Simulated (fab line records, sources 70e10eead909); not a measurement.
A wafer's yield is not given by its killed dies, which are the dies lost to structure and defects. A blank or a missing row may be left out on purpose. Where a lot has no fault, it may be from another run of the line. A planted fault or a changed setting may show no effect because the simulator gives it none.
Chamber matching	flow nand harc	NHARC_A_SLIT_DEP_23 on pecvd-02 has 3 sister chambers
The step deposits SiON, target thk 100 nm. 6 wafers are shown with their chamber, then 7 later ones without.

== WAFERS WITH THEIR CHAMBER ==
wafer	chamber	heater power w (W)
L405.6	1	850
L412.1	1	806
L412.2	2	739
L412.3	0	677
L419.4	0	692
L419.5	2	675

== WAFERS MISSING THEIR CHAMBER ==
wafer	heater power w (W)
L419.6	787
L420.1	836
L420.3	706
L420.5	679
L416.1	902
L416.4	677
L416.6	619

== WHICH CHAMBER EACH ONE RAN IN ==
wafer	from the rows above	in truth
L419.6	can't be placed: 1 or 2 or 0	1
L420.1	1	1
L420.3	can't be placed: 2 or 0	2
L420.5	can't be placed: 0 or 2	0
L416.1	1	1
L416.4	can't be placed: 0 or 2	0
L416.6	can't be placed: 0 or 2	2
Correct placement for 2 of the 7. Can't be placed from these rows: 5 (the true chamber is among the candidates in 5). Wrongly placed: 0.
How it was worked out, from the rows above alone: a wafer's distance from a chamber is the root of the sum, over the readings, of the square of ((its reading less the chamber's mean) divided by the reading's scatter). If the next closest chamber is less than 2 further off than the closest, the wafer can't be placed; otherwise it belongs to the closest. Each chamber's mean is taken over the wafers shown for it. How the scatter is found: for the shown wafers, subtract from each reading the mean of its chamber, square and add these, divide the total by (wafers less chambers), then take the root.
